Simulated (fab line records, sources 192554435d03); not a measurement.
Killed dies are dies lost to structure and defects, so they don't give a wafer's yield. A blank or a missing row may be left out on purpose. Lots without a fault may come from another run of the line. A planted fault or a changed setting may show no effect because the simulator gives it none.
Split-lot experiment | flow n5_finfet | 7 lots, 21 wafers read, on a route of 1938 steps

THE SPLIT
At N5_BEOL_M0_SAQP_PECVD_03 (deposits SiCN from 3MS/NH3, target thk 12 nm, time 21.1 s), the setting time_s was moved away from the recipe's 21.1 s on 5 of the 21 wafers read, by +10.6% to +14.5%. The other wafers ran this setting at the recipe's value.

The reading is taken at the split's own step.

THE READING
SiCN_of_BEOL_M0_SAQP_PECVD_03.thk_nm (the simulator's own value, which no gauge read), in nm, at N5_BEOL_M0_SAQP_PECVD_03 (deposits SiCN from 3MS/NH3, target thk 12 nm, time 21.1 s). The file gives no usual value for it. The 16 wafers here that ran the recipe average 11.9 nm, standard deviation 0.18 nm.

wafer  | tool, chamber at the split | time_s as run, s | against the recipe | SiCN_of_BEOL_M0_SAQP_PECVD_03.thk_nm, nm | against lot-mates on the recipe
L075.1 | pecvd-03, 2                | 21.1             | recipe             | 11.6                                     | -
L075.2 | pecvd-03, 1                | 23.56            | +11.7%             | 13                                       | +1.2
L075.3 | pecvd-03, 0                | 21.1             | recipe             | 12                                       | -
L076.1 | pecvd-02, 0                | 21.1             | recipe             | 11.6                                     | -
L076.4 | pecvd-02, 1                | 21.1             | recipe             | 11.8                                     | -
L076.5 | pecvd-02, 0                | 21.1             | recipe             | 12                                       | -
L085.1 | pecvd-04, 0,2              | 21.1             | recipe             | 12                                       | -
L085.6 | pecvd-04, 0,2              | 21.1             | recipe             | 12                                       | -
L085.3 | pecvd-04, 2                | 21.1             | recipe             | 12.2                                     | -
L087.1 | pecvd-04, 2                | 21.1             | recipe             | 12                                       | -
L087.2 | pecvd-04, 0                | 21.1             | recipe             | 11.8                                     | -
L087.3 | pecvd-04, 0                | 21.1             | recipe             | 12.2                                     | -
L089.4 | pecvd-03, 0                | 21.1             | recipe             | 11.8                                     | -
L089.5 | pecvd-03, 2                | 21.1             | recipe             | 12                                       | -
L089.6 | pecvd-03, 1                | 23.34            | +10.6%             | 13.2                                     | +1.3
L090.1 | pecvd-02, 0                | 21.1             | recipe             | 12                                       | -
L090.2 | pecvd-02, 2                | 21.1             | recipe             | 11.8                                     | -
L090.5 | pecvd-02, 1                | 21.1             | recipe             | 12.2                                     | -
L091.3 | pecvd-04, 0                | 24.15            | +14.5%             | 13.8                                     | no lot-mate on the recipe
L091.4 | pecvd-04, 0,1              | 24.15            | +14.5%             | 14.2                                     | no lot-mate on the recipe
L091.5 | pecvd-04, 0,1              | 24.15            | +14.5%             | 14.2                                     | no lot-mate on the recipe
Where a row lists several chambers, the file gives one row for several wafers and doesn't say which wafer went through which chamber.

THE FIT
A straight line over all 21 wafers: SiCN_of_BEOL_M0_SAQP_PECVD_03.thk_nm changes by +0.136 nm for each +1% of time_s; r = +0.96; the points scatter about the line by 0.23 nm.
The same after taking each lot's own level away (the mean of its wafers on the recipe; 18 wafers): +0.112 nm for each +1%; r = +0.94; scatter 0.16 nm.
On that fit, the largest move of time_s shifts the reading by 1.6 nm.
The lots' own levels span 11.80 to 12.07 nm, that is 1.5 times the standard deviation above.
So the lot-to-lot level changes the slope: the two fits differ.
Check: with one of the wafers moved furthest among these (+11.7%) left out of the fit, the line predicts +1.43 nm for it against its lot-mates. It came out at +1.2 nm against them.

OTHER SPLITS ON THESE WAFERS
These wafers also went through other splits before the reading. Each is held against what the fit with the lots' levels taken away leaves over:
other split on the same wafers        | wafers away from the commonest value | r with SiCN_of_BEOL_M0_SAQP_PECVD_03.thk_nm (lot level and that fit taken away)
N5_SD_EPI_P_EPI_21 epi_growth_time_s  | 10                                   | -0.07
N5_MOL_CONTACT_COAG_EXPOSE_05 dose_mj | 7                                    | -0.01
N5_MOL_CONTACT_COAG_ALD_27 ald_cycles | 6                                    | -0.44
N5_MOL_CONTACT_COAG_COAT_76 spin_rpm  | 7                                    | +0.30

THE FILE'S OWN FIT
SiCN_of_BEOL_M0_SAQP_PECVD_03.thk_nm changes by +0.112 nm for each +1% of time_s, r = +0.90.
